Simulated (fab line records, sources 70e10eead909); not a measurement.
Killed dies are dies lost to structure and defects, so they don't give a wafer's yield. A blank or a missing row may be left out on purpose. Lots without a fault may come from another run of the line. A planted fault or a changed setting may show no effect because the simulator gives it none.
fab line records | flow nand_harc
record lots=12 wafers=36 last_day=24
route steps=1159 shown A_CHANNEL_HOLE_D1@472 A_CHANNEL_FILL_D1@496 END@1159
lots that met no fault: from a run of the same line without faults
start_h: hours from the record's first day to the start of the lot's first wafer shown | wait_h: hours since the lot's step before | " the same as in the row above | L1.1+2: a row that stands for several wafers | - no value, or no start given | * or withheld: withheld | < > ~ a bound
route shown NAME@n: a module of which the file shows steps, and the number in the route of the first | usual: mean/standard deviation of fault-free wafers | same: alike in all rows | chamber/n: place in a boat | sites: the reading at each site | _std_site: their standard deviation | _edge_site: outer sites' mean less inner sites' | radius_mm: how far each site lies from the wafer's centre | mask NAME#n: copy n | behind: the tool/chamber that last shaped the wafer | hold: why the lot was held/for how many hours/how that ended | device: the transistor (n, p or np) that didn't switch | end of line: the same wafers' tests at the end of the route | a step without rows: its recipe alone | killed: dies lost to structure and defects at the first sort, not the wafer's yield | map: a wafer's dies, x killed, . not, _ none there
set.NAME: the setting as run; set.NAME@STEP: as run at that earlier step | model.NAME: the simulator's own value behind a step, which no gauge read
steps of the route over a sample of lots; a table a step, a row a wafer
services: from which hour (start_h, from the record's first day; less than 0 if before it) a tool's chamber was out of use, for how many hours, and why
## steps
# step NHARC_A_CHANNEL_HOLE_D1_ETCH_20
# recipe bias_v=3000 source_w=withheld pressure_mtorr=20 time_s=361.9 ar_flow_sccm=375 c4f8_flow_sccm=89.3 o2_flow_sccm=35.7 temp_c=-20 target_depth_a=16000 chemistry=C4F8/O2/Ar
# usual drypump_motor_current_A=5.4/0.48 esc_clamp_current_uA=0.0209/0.0005 mfc_ar_sccm=375.1/1.2 showerhead_plenum_p_Torr=3.70/0.14 throttle_valve_pct=32.155/0.009
# columns lot.wafer tool chamber start_h wait_h drypump_motor_current_A esc_clamp_current_uA mfc_ar_sccm rf_hours_counter_h showerhead_plenum_p_Torr throttle_valve_pct
L755.2 har_etch-01 0 191.99 0.1 6.2 0.0217 375.7 193 3.56 32.152
L755.4 " 1 " " 5.6 0.0212 376.4 - 3.58 32.158
L755.6 " 0 " " 6.2 0.0217 374.7 - 3.56 32.150
L756.1 har_etch-02 0 201.54 0.1 4.9 0.0202 376.6 115 3.81 32.146
L756.3 " 0 " " 4.9 0.0202 375.3 - 3.81 32.165
L756.5 " 1 " " 5.2 0.0208 374.1 - 3.87 32.149
L758.3 har_etch-01 1 207.86 0.2 5.5 0.0212 374.3 - 3.57 32.139
L758.4 " 0 " " 6.2 0.0216 375.4 - 3.56 32.157
L758.5 " 1 " " 5.6 0.0212 373.4 - 3.57 32.147
L757.2 har_etch-02 0 208.02 0.1 4.9 0.0202 377.3 119 3.81 32.152
L757.6 " 0 " " 4.9 0.0202 376.1 - 3.81 32.159
L757.5 " 1 " " 5.2 0.0208 374.8 - 3.87 32.158
L760.1 har_etch-01 1 222.70 0.1 5.6 0.0212 375.4 205 3.57 32.162
L760.5 " 1 " " 5.6 0.0212 375.3 - 3.57 32.143
L760.6 " 0 " " 6.2 0.0216 376.2 - 3.55 32.136
L764.2 har_etch-02 0 253.51 0.1 4.9 0.0202 376.2 138 3.80 32.145
L764.1 " 1 " " 5.2 0.0207 375.8 138 3.85 32.159
L764.3 " 0 " " 4.9 0.0202 375.5 - 3.80 32.159
L769.1 har_etch-02 1 276.48 0.1 5.1 0.0209 375.5 148 3.85 32.168
L769.3 " 1 " " 5.2 0.0208 375.4 - 3.85 32.159
L769.5 " 1 " " 5.2 0.0209 375.3 - 3.85 32.172
L771.1 har_etch-01 0 283.22 0.1 6.2 0.0216 375.0 238 3.54 32.161
L771.2 " 1 " " 5.5 0.0212 375.2 238 3.55 32.151
L771.6 " 1 " " 5.6 0.0213 375.0 - 3.55 32.155
L773.2 har_etch-02 1 310.29 0.1 5.2 0.0208 376.0 162 3.84 32.146
L773.1 " 0 " " 4.9 0.0203 375.0 162 3.79 32.147
L773.4 " 0 " " 4.9 0.0202 375.9 - 3.79 32.149
L774.2 har_etch-02 1 314.46 0.1 5.2 0.0209 377.3 165 3.84 32.162
L774.4 " 1 " " 5.2 0.0208 376.6 - 3.84 32.154
L774.3 " 0 " " 4.9 0.0203 376.1 - 3.78 32.170
L772.4 har_etch-02 0 318.69 0.2 4.9 0.0202 372.7 - 3.78 32.161
L772.3 " 1 " " 5.1 0.0209 374.1 - 3.84 32.150
L772.6 " 1 " " 5.1 0.0209 375.7 - 3.84 32.163
L775.1 har_etch-01 1 322.11 0.1 5.6 0.0212 375.3 0 3.55 32.153
L775.4 " 1 " " 5.6 0.0212 374.2 - 3.55 32.152
L775.5 " 0 " " 6.2 0.0216 375.9 - 3.53 32.163
# step NHARC_A_CHANNEL_HOLE_D1_ETCH_22
# recipe bias_v=3000 source_w=withheld pressure_mtorr=20 time_s=666.7 ar_flow_sccm=375 c4f8_flow_sccm=89.3 o2_flow_sccm=35.7 temp_c=-20 target_depth_a=16000 chemistry=C4F8/O2/Ar
# usual drypump_motor_current_A=5.4/0.48 esc_clamp_current_uA=0.0210/0.0005 mfc_ar_sccm=374.8/1.1 showerhead_plenum_p_Torr=3.70/0.14 throttle_valve_pct=32.155/0.0098
# columns lot.wafer tool chamber start_h wait_h drypump_motor_current_A esc_clamp_current_uA mfc_ar_sccm rf_hours_counter_h showerhead_plenum_p_Torr throttle_valve_pct
L755.2 har_etch-01 0 192.74 0.4 6.2 0.0216 375.7 194 3.56 32.168
L755.4 " 1 " " 5.5 0.0212 376.3 - 3.58 32.136
L755.6 " 0 " " 6.2 0.0216 376.3 - 3.56 32.150
L756.1 har_etch-02 0 202.34 0.4 4.9 0.0203 374.6 116 3.81 32.147
L756.3 " 0 " " 4.9 0.0202 374.0 - 3.81 32.159
L756.5 " 1 " " 5.1 0.0209 376.4 - 3.87 32.151
L758.3 har_etch-01 1 208.70 0.4 5.5 0.0212 374.1 - 3.57 32.160
L758.4 " 0 " " 6.2 0.0216 374.9 - 3.56 32.143
L758.5 " 1 " " 5.5 0.0212 375.1 - 3.57 32.138
L757.2 har_etch-02 0 208.78 0.4 4.9 0.0203 374.9 120 3.81 32.156
L757.6 " 0 " " 4.9 0.0203 374.7 - 3.81 32.150
L757.5 " 1 " " 5.2 0.0209 371.4 - 3.87 32.160
L760.1 har_etch-01 1 223.44 0.4 5.6 0.0212 375.4 206 3.57 32.162
L760.5 " 1 " " 5.6 0.0212 377.3 - 3.57 32.171
L760.6 " 0 " " 6.2 0.0216 373.9 - 3.55 32.158
L764.2 har_etch-02 0 254.26 0.4 4.9 0.0203 374.2 139 3.80 32.145
L764.1 " 1 " " 5.2 0.0208 373.9 139 3.85 32.135
L764.3 " 0 " " 4.9 0.0204 375.2 - 3.80 32.131
L769.1 har_etch-02 1 277.28 0.4 5.2 0.0208 375.8 148 3.85 32.158
L769.3 " 1 " " 5.2 0.0208 375.2 - 3.85 32.136
L769.5 " 1 " " 5.1 0.0208 375.2 - 3.85 32.150
L771.1 har_etch-01 0 283.97 0.4 6.2 0.0217 374.0 239 3.54 32.163
L771.2 " 1 " " 5.6 0.0212 374.4 239 3.55 32.169
L771.6 " 1 " " 5.5 0.0212 375.6 - 3.55 32.156
L773.2 har_etch-02 1 311.04 0.4 5.2 0.0209 374.6 162 3.84 32.159
L773.1 " 0 " " 4.9 0.0203 374.2 162 3.79 32.142
L773.4 " 0 " " 4.9 0.0202 376.5 - 3.79 32.143
L774.2 har_etch-02 1 315.22 0.4 5.1 0.0208 374.7 166 3.84 32.142
L774.4 " 1 " " 5.1 0.0210 375.7 - 3.84 32.168
L774.3 " 0 " " 4.9 0.0203 374.3 - 3.78 32.159
L772.4 har_etch-02 0 319.53 0.4 4.9 0.0203 374.9 - 3.78 32.161
L772.3 " 1 " " 5.1 0.0208 373.1 - 3.84 32.159
L772.6 " 1 " " 5.1 0.0209 374.0 - 3.84 32.175
L775.1 har_etch-01 1 322.87 0.4 5.5 0.0213 372.2 1 3.55 32.155
L775.4 " 1 " " 5.5 0.0212 372.3 - 3.55 32.151
L775.5 " 0 " " 6.2 0.0217 377.3 - 3.53 32.152
# step NHARC_A_CHANNEL_FILL_D1_ALD_16
# recipe target_thk_a=15 pulse_time_s=10 ald_cycles=15 temp_c=300 material=SiO2
# usual ald_cycles=15/0 heater_power_w=523/79 precursor_pulse_height_rel=0.999/0.021
# columns lot.wafer tool chamber start_h wait_h ald_cycles heater_power_w precursor_pulse_height_rel
L755.4 ald_hk-02 0 210.24 0.0 15 566 0.978
L755.2 " 1 " " 15 503 1.019
L755.6 " 1 " " 15 494 1.008
L756.1 ald_hk-02 2 219.65 0.1 15 679 1.001
L756.3 " 0 " " 15 581 0.993
L756.5 " 1 " " 15 500 1.015
L758.3 ald_hk-03 3 226.16 0.5 15 426 1.007
L758.4 " 0 " " 15 401 0.966
L758.5 " 2 " " 15 455 1.053
L757.2 ald_hk-02 1 226.18 0.5 15 500 0.986
L757.6 " 2 " " 15 674 0.997
L757.5 " 3 " " 15 572 1.030
L760.1 ald_hk-03 2 241.98 0.1 16 453 0.985
L760.6 " 0 " " 15 391 0.983
L760.5 " 1 " " 15 407 1.028
L764.1 ald_hk-02 1 270.71 0.0 15 505 1.005
L764.2 " 3 " " 15 578 1.002
L764.3 " 0 " " 15 560 1.006
L769.1 ald_hk-02 3 294.65 0.0 15 503 0.990
L769.3 " 2 " " 15 635 0.957
L769.5 " 0 " " 15 543 1.010
L771.1 ald_hk-02 0 302.81 0.0 15 552 1.013
L771.2 " 2 " " 15 646 1.035
L771.6 " 0 " " 15 558 1.002
L773.1 ald_hk-04 0 332.95 0.1 15 521 0.984
L773.4 " 2 " " 15 520 0.977
L773.2 " 3 " " 15 527 0.980
L774.2 ald_hk-02 1 332.99 0.1 15 522 0.989
L774.4 " 2 " " 15 643 0.972
L774.3 " 3 " " 15 502 1.030
L772.4 ald_hk-02 0 336.60 0.1 15 551 0.988
L772.3 " 1 " " 15 530 1.005
L772.6 " 2 " " 15 643 1.014
L775.1 ald_hk-02 0 340.44 0.1 15 554 1.006
L775.4 " 1 " " 15 525 0.997
L775.5 " 0 " " 15 550 0.994
# step NHARC_A_CHANNEL_FILL_D1_ETCHBACK_08
# recipe target_depth_a=2200 time_s=110 c4f8_flow_sccm=20 ar_flow_sccm=withheld rf_w=600 bias_w=300 chemistry=C4F8
# usual oes_product_au=0.95/0.037 rf_vpp_V=439.8/2.6
# columns lot.wafer tool chamber start_h wait_h oes_product_au rf_hours_counter_h rf_vpp_V
L755.2 rie_diel-12 3 - - 0.94 1 441.4
L755.4 " 1 " " 0.93 1 436.7
L755.6 " 2 " " 0.92 - 437.3
L756.3 rie_diel-03 0 - - 0.93 1 442.9
L756.1 " 2 " " 0.93 1 445.0
L756.5 " 0 " " 0.93 - 441.2
L758.3 rie_diel-12 1 - - 0.99 1 438.6
L758.4 " 3 " " 1.01 1 442.1
L758.5 " 1 " " 0.99 - 436.7
L757.2 rie_diel-07 2 - - 1.00 4 436.4
L757.6 " 1 " " 0.99 - 442.0
L757.5 " 2 " " 1.02 - 436.5
L760.1 rie_diel-12 3 - - 0.99 1 441.1
L760.6 " 0 " " 0.98 - 442.7
L760.5 " 1 " " 0.99 - 438.8
L764.3 rie_diel-12 2 - - 0.92 2 434.5
L764.2 " 3 " " 0.92 2 439.7
L764.1 " 1 " " 0.93 2 438.6
L769.1 rie_diel-12 1 - - 0.92 3 439.0
L769.3 " 2 " " 0.92 3 438.5
L769.5 " 0 " " 0.92 - 442.2
L771.1 rie_diel-03 3 - - 0.93 4 439.5
L771.2 " 0 " " 0.93 4 442.1
L771.6 " 0 " " 0.92 - 442.4
L774.3 rie_diel-03 3 - - 0.93 5 439.6
L774.4 " 0 " " 0.93 6 442.0
L774.2 " 1 " " 0.94 6 437.2
L773.1 rie_diel-12 0 - - 0.92 4 442.3
L773.2 " 2 " " 0.92 5 437.1
L773.4 " 3 " " 0.93 4 442.4
L772.3 rie_diel-12 1 - - 1.01 4 438.0
L772.4 " 2 " " 1.00 5 437.4
L772.6 " 3 " " 1.01 - 443.8
L775.1 rie_diel-07 3 - - 0.92 27 436.8
L775.4 " 1 " " 0.92 29 442.6
L775.5 " 2 " " 0.93 - 434.6
# step NHARC_END_SORT_01
# recipe temp_c=25
# usual killed_at_array=26/8.6 killed_at_other=0.7/0.97 killed_at_periphery=3.2/2.2 killed_dies=30/8.9 killed_open=3.1/1.8 killed_short=2.2/1.8
# same gross_dies=677
# columns lot.wafer tool chamber start_h wait_h killed_at_array killed_at_other killed_at_periphery killed_dies killed_open killed_short
L755.2 prober-01 0 450.96 2.8 37 1 3 41 3 0
L755.4 prober-01 0 452.59 3.4 29 1 2 32 0 1
L755.6 prober-01 0 454.22 4.1 33 3 14 50 3 1
L758.3 prober-01 0 473.86 3.1 41 2 5 48 3 0
L758.4 prober-01 0 474.65 3.4 35 0 3 38 3 0
L758.5 prober-01 0 475.45 3.7 33 1 1 35 3 0
L769.1 prober-02 0 540.52 2.5 30 1 1 32 4 0
L769.3 prober-02 0 542.15 3.1 35 0 2 37 2 5
L769.5 prober-02 0 543.78 3.8 25 0 1 26 0 1
L771.1 prober-01 0 548.27 2.5 29 0 4 33 3 2
L771.2 prober-01 0 549.06 2.8 23 0 4 27 1 0
L771.6 prober-01 0 552.22 3.9 22 0 1 23 2 0
L775.1 prober-01 0 580.46 2.5 11 0 3 14 1 2
L775.4 prober-01 0 582.85 3.4 9 1 4 14 1 2
L775.5 prober-01 0 583.65 3.7 14 2 2 18 8 2
L772.3 prober-02 0 582.11 3.1 19 1 2 22 1 2
L772.4 prober-02 0 582.90 3.4 21 0 6 27 0 4
L772.6 prober-02 0 584.48 4.0 22 0 0 22 4 1
# killed by level:class
L755.2 A_CHANNEL_HOLE_D1:chamber_film_flake=11 A_SLIT:chamber_film_flake=11 A_STAIRCASE:chamber_film_flake=4 P_CONTACT:chamber_film_flake=3 A_CHANNEL_FILL_D1:chamber_film_flake=3 A_CONTACT:chamber_film_flake=3 A_ONON_D1:geometric_particle:open=1 A_STAIRCASE:geometric_particle:open=1
L755.4 A_SLIT:chamber_film_flake=12 A_CHANNEL_HOLE_D1:chamber_film_flake=10 A_CHANNEL_FILL_D1:chamber_film_flake=2 A_CONTACT:chamber_film_flake=2 A_M0:geometric_particle:short=1 P_STI:chamber_film_flake=1 P_CONTACT:chamber_film_flake=1 A_STAIRCASE:chamber_film_flake=1
L755.6 A_SLIT:chamber_film_flake=13 P_CONTACT:chamber_film_flake=10 A_CHANNEL_HOLE_D1:chamber_film_flake=8 A_STAIRCASE:chamber_film_flake=5 A_CONTACT:chamber_film_flake=4 THIN_TSV:chamber_film_flake=3 P_M0:geometric_particle:open=2 P_CONTACT:geometric_particle:short=1
L758.3 A_SLIT:chamber_film_flake=13 A_CHANNEL_HOLE_D1:chamber_film_flake=9 A_STAIRCASE:chamber_film_flake=6 A_CHANNEL_FILL_D1:chamber_film_flake=4 A_CONTACT:chamber_film_flake=3 A_ZERO_WELL:chamber_film_flake=3 P_STI:chamber_film_flake=2 P_CONTACT:chamber_film_flake=2
L758.4 A_SLIT:chamber_film_flake=13 A_CHANNEL_HOLE_D1:chamber_film_flake=9 A_STAIRCASE:chamber_film_flake=5 A_CHANNEL_FILL_D1:chamber_film_flake=2 A_CONTACT:chamber_film_flake=2 P_GATE:geometric_particle:open=1 A_BLC:geometric_particle:open=1 A_M0:geometric_particle:open=1
L758.5 A_SLIT:chamber_film_flake=13 A_CHANNEL_HOLE_D1:chamber_film_flake=9 A_CONTACT:chamber_film_flake=4 A_CONTACT:geometric_particle:open=2 A_ONON_D1:geometric_particle:open=1 P_GATE:chamber_film_flake=1 A_CHANNEL_FILL_D1:chamber_film_flake=1 A_STAIRCASE:chamber_film_flake=1
L769.1 A_SLIT:chamber_film_flake=14 A_CHANNEL_HOLE_D1:chamber_film_flake=7 A_CONTACT:chamber_film_flake=4 A_STAIRCASE:chamber_film_flake=2 P_CONTACT:geometric_particle:open=1 A_SOURCE_PLATE:geometric_particle:open=1 A_CHANNEL_FILL_D1:geometric_particle:open=1 A_CONTACT:geometric_particle:open=1
L769.3 A_SLIT:chamber_film_flake=17 A_CHANNEL_HOLE_D1:chamber_film_flake=6 A_CONTACT:chamber_film_flake=3 A_WL_FILL:geometric_particle:short=2 A_M0:geometric_particle:short=2 A_STAIRCASE:chamber_film_flake=2 P_M1:geometric_particle:short=1 A_SGD_CUT:geometric_particle:open=1
L769.5 A_SLIT:chamber_film_flake=12 A_CHANNEL_HOLE_D1:chamber_film_flake=6 A_STAIRCASE:chamber_film_flake=3 A_CONTACT:chamber_film_flake=2 A_WL_FILL:geometric_particle:short=1 P_M1:chamber_film_flake=1 A_BLC:chamber_film_flake=1
L771.1 A_CHANNEL_HOLE_D1:chamber_film_flake=22 P_GATE:chamber_film_flake=2 A_CONTACT:chamber_film_flake=2 P_STI:geometric_particle:short=1 P_GATE:geometric_particle:short=1 A_ONON_D1:geometric_particle:open=1 A_CONTACT:geometric_particle:open=1 A_M0:geometric_particle:open=1
L771.2 A_CHANNEL_HOLE_D1:chamber_film_flake=21 P_M2:chamber_film_flake=3 A_CONTACT:geometric_particle:open=1 P_ZERO_WELL:chamber_film_flake=1 A_STAIRCASE:chamber_film_flake=1
L771.6 A_CHANNEL_HOLE_D1:chamber_film_flake=19 A_CONTACT:chamber_film_flake=2 P_M1:geometric_particle:open=1 A_CONTACT:geometric_particle:open=1
L775.1 A_CONTACT:chamber_film_flake=4 A_CHANNEL_HOLE_D1:unspecified=2 P_GATE:geometric_particle:short=1 P_M0:geometric_particle:open=1 A_CHANNEL_FILL_D1:geometric_particle:short=1 P_GATE:chamber_film_flake=1 A_CHANNEL_HOLE_D1:chamber_film_flake=1 A_STAIRCASE:chamber_film_flake=1
L772.3 A_CHANNEL_HOLE_D1:chamber_film_flake=12 A_CONTACT:chamber_film_flake=3 A_STAIRCASE:chamber_film_flake=2 P_M0:geometric_particle:open=1 A_CHANNEL_FILL_D1:geometric_particle:short=1 A_WL_FILL:geometric_particle:short=1 P_GATE:chamber_film_flake=1 THIN_TSV:chamber_film_flake=1
L775.4 A_CONTACT:chamber_film_flake=3 P_GATE:chamber_film_flake=2 P_STI:geometric_particle:short=1 A_ONON_D1:geometric_particle:short=1 A_M1:geometric_particle:open=1 P_STI:chamber_film_flake=1 A_CHANNEL_HOLE_D1:unspecified=1 A_CHANNEL_FILL_D1:chamber_film_flake=1
L772.4 A_CHANNEL_HOLE_D1:chamber_film_flake=14 P_GATE:chamber_film_flake=5 A_ONON_D1:geometric_particle:short=2 A_CONTACT:chamber_film_flake=2 P_M1:geometric_particle:short=1 A_BLC:geometric_particle:short=1 A_SLIT:chamber_film_flake=1 A_WL_FILL:chamber_film_flake=1
L775.5 A_CONTACT:geometric_particle:open=3 A_CHANNEL_HOLE_D1:unspecified=2 A_CONTACT:chamber_film_flake=2 THIN_TSV:chamber_film_flake=2 P_CONTACT:geometric_particle:open=1 P_M1:geometric_particle:open=1 A_SOURCE_PLATE:geometric_particle:short=1 A_SOURCE_PLATE:geometric_particle:open=1
L772.6 A_CHANNEL_HOLE_D1:chamber_film_flake=11 A_CONTACT:chamber_film_flake=3 A_ONON_D1:geometric_particle:short=1 A_CHANNEL_HOLE_D1:geometric_particle:open=1 A_CHANNEL_FILL_D1:geometric_particle:open=1 A_WL_FILL:geometric_particle:open=1 A_M0:geometric_particle:open=1 A_WL_FILL:chamber_film_flake=1
## services
# columns tool chamber start_h hours kind
rie_diel-07 1 176.00 37.6 repair
ald_hk-04 - 186.22 10.0 pm
rie_diel-03 0 189.17 13.7 repair
rie_diel-12 2 191.35 4.2 repair
rie_diel-12 - 202.49 9.0 pm
rie_diel-03 - 215.33 9.0 pm
rie_diel-07 3 220.56 8.0 repair
rie_diel-07 - 228.20 9.0 pm
ald_hk-04 - 233.21 2.0 repair
rie_diel-12 - 262.20 0.7 repair
ald_hk-02 0 282.64 10.0 vent_cycle
ald_hk-02 1 282.64 10.0 vent_cycle
rie_diel-07 3 299.84 4.3 repair
har_etch-01 - 305.00 17.0 pm
har_etch-01 0 305.00 17.0 vent_cycle
har_etch-01 1 305.00 17.0 vent_cycle
rie_diel-07 2 314.19 2.9 repair
har_etch-01 0 322.00 - clean
har_etch-01 0 322.00 - consumable_replace:focus_ring
har_etch-01 1 322.00 - clean
har_etch-01 1 322.00 - consumable_replace:focus_ring
ald_hk-03 - 325.57 10.0 pm
rie_diel-03 3 350.89 9.4 repair
rie_diel-03 2 355.52 1.6 repair
## key
first_sign step=NHARC_A_CHANNEL_FILL_D1_ALD_16 reading=ald_cycles direction=up sigmas=99+ usual=15 struck=16
effect none on later readings
met_at NHARC_A_CHANNEL_FILL_D1_ALD_16
struck_lots L760
struck_wafers L760.1
tester_left_out L760
not_acting_at NHARC_A_CHANNEL_HOLE_D1_ETCH_20,NHARC_A_CHANNEL_HOLE_D1_ETCH_22,NHARC_A_CHANNEL_FILL_D1_ETCHBACK_08
fault kind=process_parameter_drift tool=ald_hk-03 chamber=- onset_h=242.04 steps=NHARC_A_CHANNEL_FILL_D1_ALD_16 channel=ald_cycles offset=1 shape=step end_h=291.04 scope=struck_wafers_only acts_in=these_recipes_only stated=15
# tester_left_out: of these lots the tester's yield and bins aren't shown, on N5 and GAA mostly nor the transistor test; their killed dies are dies lost to structure and defects alone, not to doping, threshold or leakage, so they don't give the yield
